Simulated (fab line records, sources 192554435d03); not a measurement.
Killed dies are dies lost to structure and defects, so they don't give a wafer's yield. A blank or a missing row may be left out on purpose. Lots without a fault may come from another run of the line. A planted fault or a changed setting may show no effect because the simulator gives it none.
Split-lot experiment | flow n5_finfet | 7 lots, 21 wafers read, on a route of 1938 steps

THE SPLIT
At N5_BEOL_M10_TRENCH_ETCH_37 (etches SiCOH lowk in C4F6/O2, target depth 148.83 nm, time 48 s), the setting source_w was moved away from the recipe's 345 W on 7 of the 21 wafers read, by -17.9% to +11.5%. The other wafers ran this setting at the recipe's value.

The reading is taken at the split's own step.

THE READING
rf_vpp_V, in V, at N5_BEOL_M10_TRENCH_ETCH_37 (etches SiCOH lowk in C4F6/O2, target depth 148.83 nm, time 48 s). Fault-free wafers of this fab line usually give 665 V, standard deviation 13 V.

wafer  | tool, chamber at the split | source_w as run, W | against the recipe | rf_vpp_V, V | against lot-mates on the recipe
L075.1 | rie_diel-03, 3             | 345                | recipe             | 657         | -
L075.2 | rie_diel-03, 0             | 345                | recipe             | 673         | -
L075.4 | rie_diel-03, 2             | 345                | recipe             | 651         | -
L083.2 | rie_diel-01, 2             | 345                | recipe             | 669         | -
L083.5 | rie_diel-01, 3             | 345                | recipe             | 675         | -
L083.6 | rie_diel-01, 0             | 345                | recipe             | 667         | -
L081.1 | rie_diel-06, 1             | 283.3              | -17.9%             | 762         | +76
L081.3 | rie_diel-06, 0             | 345                | recipe             | 686         | -
L081.6 | rie_diel-06, 1             | 283.3              | -17.9%             | 760         | +74
L084.1 | rie_diel-01, 0             | 345                | recipe             | 667         | -
L084.2 | rie_diel-01, 3             | 307.7              | -10.8%             | 716         | +49
L084.4 | rie_diel-01, 1             | 307.7              | -10.8%             | 691         | +24
L085.4 | rie_diel-06, 3             | 345                | recipe             | 656         | -
L085.5 | rie_diel-06, 1             | 345                | recipe             | 688         | -
L085.6 | rie_diel-06, 2             | 345                | recipe             | 647         | -
L089.3 | rie_diel-06, 2             | 384.6              | +11.5%             | 612         | -74
L089.4 | rie_diel-06, 2             | 384.6              | +11.5%             | 614         | -72
L089.5 | rie_diel-06, 0             | 345                | recipe             | 686         | -
L091.1 | rie_diel-03, 0             | 345                | recipe             | 674         | -
L091.3 | rie_diel-03, 3             | 284.1              | -17.7%             | 726         | +53
L091.5 | rie_diel-03, 0             | 345                | recipe             | 672         | -

THE FIT
A straight line over all 21 wafers: rf_vpp_V changes by -4.42 V for each +1% of source_w; r = -0.94; the points scatter about the line by 14 V.
The same after taking each lot's own level away (the mean of its wafers on the recipe; 21 wafers): -4.37 V for each +1%; r = -0.95; scatter 12 V.
On that fit, the largest move of source_w shifts the reading by 78 V.
The lots' own levels span 660.3 to 686.0 V, that is 2.0 times the standard deviation above.
So the lot-to-lot level changes the slope little: the two slopes agree.
Check: with one of the wafers moved furthest among these (-17.9%) left out of the fit, the line predicts +72.7 V for it against its lot-mates. It came out at +76 V against them.
Tool readings at the split's step, against how far the setting was moved: rf_vpp_V r = -0.94.

THE FILE'S OWN FIT
rf_vpp_V changes by -3.99 V for each +1% of source_w, r = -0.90.
